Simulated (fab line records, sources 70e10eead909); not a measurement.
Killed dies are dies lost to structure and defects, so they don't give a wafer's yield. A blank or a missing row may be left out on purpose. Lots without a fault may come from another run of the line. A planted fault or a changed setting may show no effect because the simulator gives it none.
Chamber matching | flow nand_harc | NHARC_A_CHANNEL_HOLE_D1_DESCUM_15 on rie_diel-06: 4 sister chambers
The step chemistry O2, time 3 s. 39 wafers are shown with their chamber, then 12 later ones without.

WAFERS WITH THEIR CHAMBER
wafer  | chamber | showerhead_plenum_p_Torr (Torr) | drypump_motor_current_A (A) | oes_product_au (a.u.)
L075.1 | 3       | 1.87                            | 6.2                         | 1.003
L075.2 | 2       | 1.78                            | 5.3                         | 1.007
L075.4 | 1       | 1.94                            | 5.6                         | 0.996
L076.4 | 3       | 1.87                            | 6.2                         | 0.997
L076.5 | 1       | 1.94                            | 5.6                         | 1.005
L076.6 | 2       | 1.77                            | 5.3                         | 1.013
L079.1 | 3       | 1.87                            | 6.2                         | 0.999
L079.3 | 2       | 1.77                            | 5.3                         | 1.007
L079.5 | 1       | 1.94                            | 5.6                         | 0.999
L081.1 | 1       | 1.94                            | 5.6                         | 0.976
L081.4 | 1       | 1.94                            | 5.6                         | 0.982
L081.6 | 3       | 1.87                            | 6.2                         | 0.994
L082.1 | 3       | 1.87                            | 6.2                         | 1.010
L082.2 | 1       | 1.94                            | 5.6                         | 0.998
L082.5 | 0       | 1.82                            | 6.1                         | 1.012
L083.3 | 0       | 1.82                            | 6.1                         | 0.997
L083.4 | 2       | 1.77                            | 5.3                         | 1.006
L083.6 | 0       | 1.82                            | 6.1                         | 0.997
L085.3 | 2       | 1.77                            | 5.3                         | 1.007
L085.4 | 3       | 1.87                            | 6.3                         | 0.985
L085.6 | 3       | 1.87                            | 6.2                         | 0.996
L086.1 | 0       | 1.82                            | 6.1                         | 1.001
L086.3 | 2       | 1.77                            | 5.3                         | 0.997
L086.5 | 0       | 1.82                            | 6.1                         | 1.000
L087.1 | 3       | 1.87                            | 6.2                         | 1.001
L087.2 | 1       | 1.94                            | 5.6                         | 0.996
L087.5 | 2       | 1.77                            | 5.3                         | 1.002
L089.1 | 2       | 1.77                            | 5.3                         | 0.998
L089.3 | 0       | 1.82                            | 6.1                         | 0.998
L089.4 | 3       | 1.87                            | 6.2                         | 1.004
L088.2 | 0       | 1.82                            | 6.1                         | 1.011
L088.4 | 1       | 1.94                            | 5.6                         | 0.997
L088.6 | 3       | 1.87                            | 6.3                         | 0.998
L090.1 | 3       | 1.87                            | 6.2                         | 1.000
L090.3 | 1       | 1.94                            | 5.6                         | 0.997
L090.6 | 1       | 1.94                            | 5.6                         | 0.995
L091.2 | 0       | 1.82                            | 6.2                         | 1.010
L091.3 | 1       | 1.94                            | 5.7                         | 1.001
L091.4 | 3       | 1.87                            | 6.2                         | 1.002

SIGNATURES (means of the wafers above)
reading                  | chamber 0 | chamber 1 | chamber 2 | chamber 3 | scatter within a chamber
showerhead_plenum_p_Torr | 1.8200    | 1.9400    | 1.7712    | 1.8700    | 0.00158
drypump_motor_current_A  | 6.112     | 5.609     | 5.300     | 6.217     | 0.0314
oes_product_au           | 1.00325   | 0.99473   | 1.00462   | 0.99908   | 0.00679
Rule: a wafer's distance from a chamber is the root of the sum, over the readings, of the square of ((its reading less the chamber's mean) divided by the reading's scatter). The wafer belongs to the nearest chamber; if the next one is less than 2 further off, it can't be placed. The scatter: the root of (the sum of the squares of (reading less its chamber's mean) over the shown wafers, divided by (wafers less chambers)).

WAFERS WITHOUT THEIR CHAMBER
wafer  | showerhead_plenum_p_Torr (Torr) | drypump_motor_current_A (A) | oes_product_au (a.u.)
L092.3 | 1.77                            | 5.3                         | 1.002
L092.4 | 1.87                            | 6.2                         | 1.003
L092.6 | 1.94                            | 5.6                         | 1.003
L095.1 | 1.77                            | 5.3                         | 1.000
L095.2 | 1.94                            | 5.6                         | 0.998
L095.3 | 1.82                            | 6.1                         | 1.007
L094.2 | 1.82                            | 6.1                         | 1.010
L094.5 | 1.94                            | 5.6                         | 1.004
L094.6 | 1.82                            | 6.1                         | 1.015
L097.2 | 1.82                            | 6.1                         | 1.004
L097.3 | 1.94                            | 5.6                         | 0.992
L097.6 | 1.94                            | 5.6                         | 0.988

WHICH CHAMBER EACH WENT THROUGH
wafer  | from the rows above | in truth
L092.3 | 2                   | 2
L092.4 | 3                   | 3
L092.6 | 1                   | 1
L095.1 | 2                   | 2
L095.2 | 1                   | 1
L095.3 | 0                   | 0
L094.2 | 0                   | 0
L094.5 | 1                   | 1
L094.6 | 0                   | 0
L097.2 | 0                   | 0
L097.3 | 1                   | 1
L097.6 | 1                   | 1
Placed correctly: 12 of 12. Can't be placed from these rows: 0. Placed wrongly: 0.
